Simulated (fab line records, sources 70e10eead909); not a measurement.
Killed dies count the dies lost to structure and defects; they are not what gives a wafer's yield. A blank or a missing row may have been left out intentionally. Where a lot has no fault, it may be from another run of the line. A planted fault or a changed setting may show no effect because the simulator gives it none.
fab line records | flow nand-harc
record: lots: 5 wafers: 15 last-day: 33
route steps=1302 shown A_CONTACT@1051 END@1302
lots untouched by any fault: they come from a run of this same line in which no faults occurred
start-h: hours from the record's first day to the start of the lot's first wafer shown | wait-h: hours elapsed since this lot's preceding step | " unchanged from the row above | L1.1+2: several wafers, shown together as one row | - either no value or no given start | * or withheld: withheld | < > ~ a bound
route shown NAME@n: names a module that has steps shown in the file, with the first one's number in the route | usual: mean/standard deviation taken from wafers without a fault | same: alike in all rows | chamber/n: place in a boat | sites: the reading at each site | _std_site: standard deviation of those values | _edge_site: the outer-site mean with the inner-site mean subtracted | radius-mm: for every site, how far away it sits from the centre of the wafer | mask NAME#n: copy n | behind: tool/chamber where the wafer was last shaped | hold: the reason the lot was held/the length of the hold in hours/how it ended | device: the n, p or np transistor that did not switch | end of line: tests run on the same wafers once the route is complete | a step without rows: its recipe alone | killed: dies that structure and defects cost at the first sort, which is not the same as the wafer's yield | map: dies across one wafer; x = killed, . = not, _ = none there
set.NAME: setting as actually run; set.NAME@STEP: the setting as run at that earlier step | model.NAME: the simulator's own value behind a step, which no gauge read
lots at selected steps of the route; one table per step, one row per wafer
services: when a tool's chamber went out of use (start-h, in hours from the record's first day, below 0 if earlier), for how many hours, and the reason
== steps ==
step: NHARC_A_CONTACT_ETCH_128
recipe: source-w: withheld pressure-mtorr: 20 bias-v: 3000 time-s: 197 target-depth-a: 19180 ar-flow-sccm: withheld c4f8-flow-sccm: withheld o2-flow-sccm: withheld chemistry: C4F8/O2/Ar
usual: run-length-s: 197/0
columns lot.wafer tool chamber start-h wait-h rf-hours-counter-h run-length-s
L215.1 har-cap-etch-01 0 519.69 0.1 1 197
L215.4 " 1 " " - 197
L215.5 " 1 " " - 197
L226.1 har-cap-etch-01 0 658.05 0.1 23 197
L226.2 " 1 " " 23 197
L226.3 " 0 " " - 197
L231.4 har-cap-etch-01 0 690.98 0.1 - 197
L231.6 " 1 " " - 197
L231.5 " 0 " " - 197
L232.3 har-cap-etch-02 1 694.18 0.1 - 197
L232.6 " 0 " " - 197
L232.5 " 1 " " - 197
L235.1 har-cap-etch-03 1 719.23 0.1 85 197
L235.4 " 1 " " - 197
L235.5 " 0 " " - 197
step: NHARC_A_CONTACT_ETCH_129
recipe: source-w: withheld pressure-mtorr: 20 bias-v: 3000 time-s: 197 target-depth-a: 19180 ar-flow-sccm: withheld c4f8-flow-sccm: withheld o2-flow-sccm: withheld chemistry: C4F8/O2/Ar
usual: run-length-s: 197/0
columns lot.wafer tool chamber start-h wait-h rf-hours-counter-h run-length-s
L215.1 har-cap-etch-01 0 519.87 0.1 1 197
L215.4 " 1 " " - 197
L215.5 " 1 " " - 197
L226.1 har-cap-etch-01 0 658.23 0.1 23 197
L226.2 " 1 " " 23 197
L226.3 " 0 " " - 197
L231.4 har-cap-etch-01 0 691.15 0.1 - 197
L231.6 " 1 " " - 197
L231.5 " 0 " " - 197
L232.3 har-cap-etch-02 1 694.36 0.1 - 197
L232.6 " 0 " " - 197
L232.5 " 1 " " - 197
L235.1 har-cap-etch-03 1 719.40 0.1 85 197
L235.4 " 1 " " - 197
L235.5 " 0 " " - 197
step: NHARC_A_CONTACT_ETCH_130
recipe: source-w: withheld pressure-mtorr: 20 bias-v: 3000 time-s: 197 target-depth-a: 19180 ar-flow-sccm: withheld c4f8-flow-sccm: withheld o2-flow-sccm: withheld chemistry: C4F8/O2/Ar
usual: run-length-s: 197/0
columns lot.wafer tool chamber start-h wait-h rf-hours-counter-h run-length-s
L215.1 har-cap-etch-01 0 520.04 0.1 1 197
L215.4 " 1 " " - 197
L215.5 " 1 " " - 197
L226.1 har-cap-etch-01 0 658.40 0.1 23 197
L226.2 " 1 " " 23 197
L226.3 " 0 " " - 197
L231.4 har-cap-etch-01 0 691.33 0.1 - 197
L231.6 " 1 " " - 197
L231.5 " 0 " " - 197
L232.3 har-cap-etch-02 1 694.54 0.1 - 197
L232.6 " 0 " " - 197
L232.5 " 1 " " - 197
L235.1 har-cap-etch-03 1 719.58 0.1 86 197
L235.4 " 1 " " - 197
L235.5 " 0 " " - 197
step: NHARC_A_CONTACT_ETCH_131
recipe: source-w: withheld pressure-mtorr: 20 bias-v: 3000 time-s: 197 target-depth-a: 19180 ar-flow-sccm: withheld c4f8-flow-sccm: withheld o2-flow-sccm: withheld chemistry: C4F8/O2/Ar
step: NHARC_A_CONTACT_ETCH_132
recipe: source-w: withheld pressure-mtorr: 20 bias-v: 3000 time-s: 197 target-depth-a: 19240 ar-flow-sccm: withheld c4f8-flow-sccm: withheld o2-flow-sccm: withheld chemistry: C4F8/O2/Ar
step: NHARC_A_CONTACT_ETCH_133
recipe: source-w: withheld pressure-mtorr: 20 bias-v: 400 time-s: 374 target-depth-a: 16100 ar-flow-sccm: withheld c4f8-flow-sccm: 11.5 o2-flow-sccm: 7.2 chemistry: C4F8/O2/Ar
usual: run-length-s: 405.3/0.47
columns lot.wafer tool chamber start-h wait-h rf-hours-counter-h run-length-s
L215.1 har-cap-etch-01 0 520.57 0.1 1 404.5
L215.4 " 1 " " - 405.8
L215.5 " 1 " " - 405.7
L226.1 har-cap-etch-01 0 658.94 0.1 24 404.6
L226.2 " 1 " " 24 405.4
L226.3 " 0 " " - 404.6
L231.4 har-cap-etch-01 0 691.98 0.3 - 404.6
L231.6 " 1 " " - 405.8
L231.5 " 0 " " - 404.8
L232.3 har-cap-etch-02 1 695.19 0.3 - 405.3
L232.6 " 0 " " - 405.3
L232.5 " 1 " " - 405.3
L235.1 har-cap-etch-03 1 720.15 0.2 86 405.8
L235.4 " 1 " " - 406.1
L235.5 " 0 " " - 405.0
step: NHARC_A_CONTACT_ETCH_91
recipe: target-depth-a: 400 over-etch-frac: 0.5 time-s: 85.7 ion-energy-ev: 120 ch3f-flow-sccm: 50 o2-flow-sccm: 30 ar-flow-sccm: 200 rf-w: 500 bias-w: 100 chemistry: CH3F/O2
usual: bias-w: 100.01/0.28 drypump-motor-current-A: 5.8/0.4 oes-product-au: 0.942/0.029 rf-vpp-V: 245.1/1.7 run-length-s: 107.0/0.43 showerhead-plenum-p-Torr: 2.51/0.11 throttle-valve-pct: 20.663/0.0085
same: over-etch-frac: 0.5
columns lot.wafer tool chamber start-h wait-h bias-w drypump-motor-current-A oes-product-au rf-hours-counter-h rf-vpp-V run-length-s showerhead-plenum-p-Torr throttle-valve-pct
L215.1 rie-diel-06 1 521.35 0.7 99.88 5.7 0.923 10 244.2 107.4 2.44 20.659
L215.4 " 3 " " 100.21 5.9 0.998 2 243.5 106.0 2.37 20.665
L215.5 " 1 " " 100.43 5.7 0.920 - 244.6 107.1 2.44 20.669
L226.1 rie-diel-06 0 659.74 0.7 100.19 5.6 0.921 63 244.2 106.4 2.33 20.660
L226.3 " 1 " " 99.83 5.7 0.918 64 244.5 107.4 2.42 20.663
L226.2 " 2 " " 100.23 5.0 0.917 61 246.5 106.9 2.59 20.666
L231.4 rie-diel-06 0 692.61 0.6 100.03 5.6 0.928 6 243.1 106.8 2.33 20.670
L231.5 " 3 " " 99.89 5.9 0.931 - 242.2 106.6 2.35 20.670
L231.6 " 0 " " 99.77 5.6 0.938 - 241.6 107.1 2.33 20.670
L232.3 rie-diel-05 1 695.81 0.5 100.31 6.6 0.937 20 246.8 106.8 2.58 20.669
L232.5 " 2 " " 99.79 5.7 0.938 - 246.6 106.9 2.64 20.660
L232.6 " 3 " " 100.01 5.9 0.932 - 245.2 107.5 2.49 20.665
L235.4 rie-diel-05 3 720.90 0.5 99.86 5.9 0.926 25 244.4 107.6 2.48 20.662
L235.1 " 1 " " 100.30 6.6 0.926 25 244.7 107.0 2.58 20.665
L235.5 " 3 " " 100.02 5.8 0.919 - 245.0 107.9 2.48 20.670
step: NHARC_A_CONTACT_ETCH_97
recipe: target-depth-a: 200 over-etch-frac: 0.5 time-s: 10 ion-energy-ev: 250 c4f6-flow-sccm: 25 o2-flow-sccm: 20 ar-flow-sccm: 500 rf-w: 600 bias-w: 500 chemistry: C4F6/O2
step: NHARC_A_CONTACT_CD_MEAS_80
usual: cd-nm: 289.3/0.99
columns lot.wafer tool chamber start-h wait-h cd-nm
L215.1 cd-sem-03 - 521.57 - 289.7
L215.4 " - " " 290.4
L215.5 " - " " 290.1
L226.1 cd-sem-02 - 659.94 - 288.8
L226.2 " - " " 289.5
L226.3 " - " " 288.8
L231.4 cd-sem-02 - 692.82 - 289.9
L231.5 " - " " 290.2
L231.6 " - " " 289.7
L232.3 cd-sem-01 - 696.00 - 289.9
L232.5 " - " " 289.1
L232.6 " - " " 288.7
L235.1 cd-sem-01 - 721.10 - 290.2
L235.4 " - " " 289.4
L235.5 " - " " 289.2
step: NHARC_A_CONTACT_STRIP_103
recipe: n2-flow-sccm: 150 h2-flow-sccm: 150 ar-flow-sccm: 0 bias-w: 0 chemistry: N2/H2
step: NHARC_A_CONTACT_STRIP_104
recipe: cf4-flow-sccm: 100 chf3-flow-sccm: 30 ar-flow-sccm: 0 bias-w: 0 chemistry: CF4/CHF3
step: NHARC_A_CONTACT_STRIP_105
recipe: o2-flow-sccm: 400 cos-flow-sccm: 20 ar-flow-sccm: 0 bias-w: 0 chemistry: O2/COS
step: NHARC_A_CONTACT_ETCH_106
recipe: target-depth-a: 900 overetch-a: 90 time-s: 49.5 ion-energy-ev: 100 cf4-flow-sccm: 80 o2-flow-sccm: 20 ar-flow-sccm: 0 rf-w: 300 bias-w: 100 chemistry: CF4/O2
usual: bias-w: 100.03/0.3 drypump-motor-current-A: 5.8/0.38 oes-product-au: 1.000/0.01 rf-vpp-V: 198.4/1.6 run-length-s: 70.9/0.39 showerhead-plenum-p-Torr: 1.37/0.06 throttle-valve-pct: 13.397/0.0095
columns lot.wafer tool chamber start-h wait-h bias-w drypump-motor-current-A oes-product-au rf-hours-counter-h rf-vpp-V run-length-s showerhead-plenum-p-Torr throttle-valve-pct
L215.4 rie-diel-06 1 521.87 0.1 99.60 5.7 0.997 10 197.8 71.3 1.33 13.401
L215.1 " 3 " " 99.58 5.9 0.996 2 196.4 70.1 1.28 13.404
L215.5 " 1 " " 99.14 5.7 0.997 - 197.1 71.1 1.33 13.387
L226.1 rie-diel-06 2 660.24 0.0 100.56 5.0 1.001 61 198.3 71.0 1.41 13.409
L226.3 " 3 " " 100.24 5.9 0.989 46 197.2 69.8 1.27 13.382
L226.2 " 0 " " - 5.6 1.002 63 195.7 66.0 1.27 13.413
L231.4 rie-diel-12 2 693.11 0.1 100.08 6.2 1.019 18 197.1 71.0 1.26 13.395
L231.6 " 1 " " 100.41 5.8 0.992 - 198.5 71.0 1.36 13.385
L231.5 " 2 " " 99.47 6.2 1.009 - 195.4 70.9 1.26 13.394
L232.3 rie-diel-05 0 696.32 0.1 99.95 5.5 1.005 18 198.5 70.9 1.41 13.381
L232.6 " 0 " " 100.19 5.5 0.993 - 198.7 70.8 1.41 13.412
L232.5 " 1 " " 100.00 6.5 1.005 - 197.1 70.8 1.40 13.395
L235.1 rie-diel-12 0 721.40 0.1 100.12 5.9 0.984 34 199.8 70.8 1.41 13.397
L235.4 " 1 " " 100.11 5.7 0.998 35 197.2 71.0 1.36 13.403
L235.5 " 3 " " 100.42 5.8 1.003 - 200.6 70.5 1.43 13.395
step: NHARC_A_CONTACT_STRIP_82
recipe: o2-flow-sccm: 500 ar-flow-sccm: 0 bias-w: 0 chemistry: O2
step: NHARC_END_SORT_01
recipe: temp-c: 25
usual: killed-at-array: 55/20 killed-at-other: 1.1/1.2 killed-at-periphery: 3.8/2.8 killed-dies: 60/19 killed-open: 3.4/1.9 killed-short: 2.2/1.5
same: gross-dies: 677
columns lot.wafer tool chamber start-h wait-h killed-at-array killed-at-other killed-at-periphery killed-dies killed-open killed-short
L226.1 prober-02 0 716.73 2.5 38 3 3 44 3 1
L226.2 prober-02 0 717.54 2.8 515 1 2 518 3 1
L226.3 prober-02 0 718.35 3.1 47 2 0 49 3 2
killed by level:class
L226.1 A_CHANNEL_HOLE_D1:chamber-film-flake=29 THIN_TSV:chamber-film-flake=3 P_M2:chamber-film-flake=2 A_SLIT:chamber-film-flake=2 A_DECK1_JOINT:geometric-particle:open=1 A_CHANNEL_FILL_D2:geometric-particle:short=1 A_WL_FILL:geometric-particle:open=1 A_M0:geometric-particle:open=1
L226.2 A_CONTACT:area-etch=468 A_CHANNEL_HOLE_D1:chamber-film-flake=30 A_SLIT:chamber-film-flake=8 A_SGD_CUT:geometric-particle:open=2 A_DECK1_JOINT:chamber-film-flake=2 A_CHANNEL_FILL_D1:geometric-particle:short=1 A_WL_FILL:geometric-particle:open=1 P_GATE:chamber-film-flake=1
L226.3 A_CHANNEL_HOLE_D1:chamber-film-flake=30 A_CHANNEL_FILL_D1:chamber-film-flake=4 A_CONTACT:chamber-film-flake=4 A_DECK1_JOINT:chamber-film-flake=2 A_SLIT:chamber-film-flake=2 THIN_TSV:chamber-film-flake=2 A_CHANNEL_HOLE_D1:geometric-particle:open=1 A_CHANNEL_FILL_D1:geometric-particle:short=1
map L226.2 (x killed, . not)
____________.____________
_________x....x._________
_______...xx...xx._______
______.....xxx...x.______
_____x.xxx..x.x.x.x._____
____.x..xxx.x.xxxxxx.____
____..x.xxx.xxx..x.xx____
___..xx.xxxxxxxxx.....___
___.x.x..xxxxxxxxx.xxx___
__.x.xxx.xxxxxxxxxxxxx.__
__..xxxxxxxxxxxxxxxxxxx__
_...xxxxxxxxxxxxxx.xxxx._
_.xxx.xxxxxxxxxxxxxxxxx._
_..xxxxxxxxxxxxxxxxx.xx._
_..x.xxxxxxxxxxxxxxxxxx._
_xxxxxxxxxxxxxxxxxxxxxx._
.xxxxxxxxxxxxxxxxxxxxxx..
..xxxxxxxxxxxxxxxxxxxxx.x
x.xx.xxxxxxxxxxxxxxxxxxxx
x..xxx.xxxxxxxxxx.xxx.xxx
x.xxxxxxxxxxxxxxxxxxxxxxx
_.x..xxxxxxxxxxxxxxxxxxx_
_x.x.xxxxxxxxxxxxxxxxxx._
_xxxxxxx.xxxxxx.xxxxxxx._
_..xxxxxxxxxxxxxxxxxxxxx_
_..xxxxxxxxxxxxxxxxxxxxx_
__..xxxxxxxxxxxxxxxx...__
__..xxx.x.xxxxxxxxxxx..__
___xxxxxxxxxxxxxxxxx..___
___...xxxx.x.xxxxxxxxx___
____x.xxxxx..xxxx.x.x____
____..x.xx.xxxxx.x...____
_____.xx...xxx.xxxxx_____
______....xxx.xxx..______
_______.x..x.x.xxx_______
_________x....x._________
____________.____________
map L215.5 (x killed, . not)
____________.____________
_________.x....._________
_______..........._______
______..........x..______
_____........x......_____
____............x....____
____.................____
___...................___
___..x................___
__...x.....x...........__
__...............x.....__
_......................._
_......................._
_......................._
_......................._
_......................._
.........................
........x................
..x......................
..x...x............x.....
......xxxx...............
_...x.x.x..............._
_.....x.x..............._
_...xxxxxx......x......x_
_....xxxx.x............._
_...xxxxx..............._
__..x.xx..........x.xx.__
__.x..xx.x.....x..x....__
___...xx.x.........x..___
___.....x...........x.___
____..xx...........x.____
____.............x.xx____
_____x.............._____
______.x...........______
_______..........._______
_________......._________
____________.____________
== services ==
columns tool chamber start-h hours kind
rie-diel-06 3 496.22 11.6 repair
har-cap-etch-01 - 499.04 17.0 pm
har-cap-etch-01 0 499.04 17.0 vent-cycle
har-cap-etch-01 1 499.04 17.0 vent-cycle
har-cap-etch-01 0 516.04 - clean
har-cap-etch-01 1 516.04 - clean
har-cap-etch-01 1 516.04 - consumable-replace:focus-ring
rie-diel-06 0 517.72 - clean
rie-diel-06 1 517.72 - clean
rie-diel-06 2 517.72 - clean
rie-diel-06 3 517.72 - clean
rie-diel-06 0 542.22 - clean
rie-diel-06 1 542.22 - clean
rie-diel-06 2 542.22 - clean
rie-diel-05 - 552.11 0.1 repair
rie-diel-06 3 554.15 5.6 repair
rie-diel-05 - 583.82 9.0 pm
har-cap-etch-03 - 596.57 0.5 repair
rie-diel-12 - 622.92 9.0 pm
har-cap-etch-02 - 623.39 1.3 repair
rie-diel-06 - 661.27 9.0 pm
rie-diel-05 1 666.27 8.2 repair
rie-diel-06 3 716.09 3.7 repair
rie-diel-06 0 719.90 6.0 repair
== key ==
first-sign: step: NHARC_A_CONTACT_ETCH_106 reading: run-length-s direction: down sigmas: 13 usual: * struck: *
effect: step: NHARC_END_SORT_01 reading: killed-dies direction: up sigmas: 23 usual: 60 struck: 518
more-kills-born-at: NHARC_A_CONTACT_ETCH_106@rie-diel-06: 468
met-at NHARC_A_CONTACT_ETCH_106
struck-wafers L226.2
later-rows-left-out L226.2
tester-left-out L226
fault: kind: process-parameter-drift tool: rie-diel-06 chamber: 0 onset-h: 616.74 steps: NHARC_A_CONTACT_ETCH_106 channel: time-s offset: * shape: step end-h: 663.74 acts-in: * stated: *
tester-left-out: of these lots the tester's yield and bins aren't shown, on N5 and GAA mostly nor the transistor test; their killed dies are dies lost to structure and defects alone, not to doping, threshold or leakage, so they don't give the yield
later-rows-left-out: the simulator's readings of these wafers behind a module that went badly wrong aren't trusted and aren't shown, but for the sort
